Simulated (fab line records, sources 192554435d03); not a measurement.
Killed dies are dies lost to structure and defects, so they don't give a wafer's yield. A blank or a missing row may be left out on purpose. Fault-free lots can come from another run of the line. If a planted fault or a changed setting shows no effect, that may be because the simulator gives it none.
A struck lot beside a sound one ; flow n5-finfet ; 14 steps out of a route of 1938
Sound: these wafers, L699.4, L699.5, L699.6. Struck: wafer L710.5. (L710.1, L710.6 of the same lot were not struck and are left out.) The cause comes at the end.
Per side, at each step with rows, come the tool, then ch with its chambers, and then its first start. Under that, the readings that differ: sound wafers ; struck wafers ; difference of the means ; sigmas: that difference in standard deviations of wafers without a fault.
alike: same words and numbers on both sides, and readings whose means sit less than 2 such deviations apart. not compared: any withheld reading, any reading some wafer has no value for, any bound like >300 that may hide the same value, and any number with overlapping values for which the record gives no deviation.
Wherever a step has rows on one side only, a row that says differs or no value, or a row with sigmas, the two part there. When numbers do not overlap yet have no deviation, they are printed without sigmas and do not part them. A reading that every wafer of one side lacks parts them only if that side has two wafers or more.

first, 1 step without rows for these wafers: N5_BEOL_M10_DEVELOP_27 (develop time 30 s).
N5_BEOL_M10_CD_MEAS_28 targets a cd of 70 nm.
  sound on cd-sem-01 ch 0, day 13 09:55; struck on cd-sem-03 ch 0, day 16 06:18
  alike: cd-nm
N5_BEOL_M10_OVL_MEAS_29:
  sound on overlay-01 ch 0, day 13 09:57; struck on overlay-02 ch 0, day 16 06:20
  alike: V9_OVL
N5_BEOL_M10_INSPECT_30: inspects for defects (brightfield).
  sound on defect-inspect-01, day 13 09:59; struck on defect-inspect-02, day 16 06:21
  alike: raw-defect-count
then, 1 step without rows for these wafers: N5_BEOL_M10_DESCUM_33 (chemistry O2, time 7.9 s).
N5_BEOL_M10_ETCH_65: etches SiARC in CF4, target depth 39 nm, time 65 s.
  sound on rie-diel-02 ch 0,2,3, day 13 10:02; struck on rie-diel-05 ch 0, day 16 06:29
  alike: drypump-motor-current-A, etch-rf-on-time-s, oes-product-au, rf-vpp-V, showerhead-plenum-p-Torr, throttle-valve-pct
  not compared: rf-hours-counter-h
N5_BEOL_M10_ETCH_66: etches SOC in N2/H2, target depth 120 nm, overetch 24 nm, time 180 s.
  sound on rie-diel-02 ch 0,2,3, day 13 10:05; struck on rie-diel-05 ch 0, day 16 06:32
  alike: drypump-motor-current-A, oes-product-au, rf-vpp-V, showerhead-plenum-p-Torr, throttle-valve-pct
  not compared: rf-hours-counter-h
then, 3 steps without rows for these wafers: N5_BEOL_M10_STRIP_69 (strips in N2/H2); N5_BEOL_M10_VIA_ETCH_34 (etches SiCOH lowk in C4F6/O2, target depth 184.5 nm, time 69.2 s); N5_BEOL_M10_STRIP_73 (strips in C4F6/O2).
N5_BEOL_M10_STRIP_36: strips in N2/H2.
  sound on rie-diel-02 ch 0,2,3, day 13 10:17; struck on rie-diel-05 ch 0, day 16 06:43
  alike: drypump-motor-current-A, oes-product-au, rf-vpp-V, showerhead-plenum-p-Torr, throttle-valve-pct
  not compared: rf-hours-counter-h
N5_BEOL_M10_TRENCH_ETCH_37: etches SiCOH lowk in C4F6/O2, target depth 148.83 nm, time 48 s.
  sound on rie-diel-02 ch 0,2,3; struck on rie-diel-05 ch 0
  alike: drypump-motor-current-A, oes-product-au, rf-vpp-V, showerhead-plenum-p-Torr, throttle-valve-pct
  not compared: rf-hours-counter-h
N5_BEOL_M10_ETCH_41: etches SiCN in CH3F/O2, target depth 42.6 nm, time 86 s.
  sound on rie-diel-02 ch 0,2,3, day 13 10:22; struck on rie-diel-05 ch 0, day 16 06:47
reading;sound;struck;difference;sigmas
oes-product-au (a.u.);0.69 0.91 0.71;1.02;+0.25;+3
model.etch.depth-nm (nm);31.64 32.08 32.32;46.07;+14.06;
  alike: drypump-motor-current-A, rf-vpp-V, showerhead-plenum-p-Torr, throttle-valve-pct
  not compared: rf-hours-counter-h
N5_BEOL_M10_STRIP_77: strips in N2/H2, time 10 s.
  sound on rie-diel-02 ch 0,2,3; struck on rie-diel-05 ch 0
  alike: drypump-motor-current-A, oes-product-au, rf-vpp-V, showerhead-plenum-p-Torr, throttle-valve-pct
  not compared: rf-hours-counter-h

== WHERE THEY PART ==
Within this record, at N5_BEOL_M10_ETCH_41 only. Later steps at which nothing parts them and some readings are alike: N5_BEOL_M10_STRIP_77.

WHY: what had been put in by the simulator
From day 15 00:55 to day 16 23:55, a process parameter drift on rie-diel-05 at N5_BEOL_M10_ETCH_41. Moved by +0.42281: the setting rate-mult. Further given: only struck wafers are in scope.
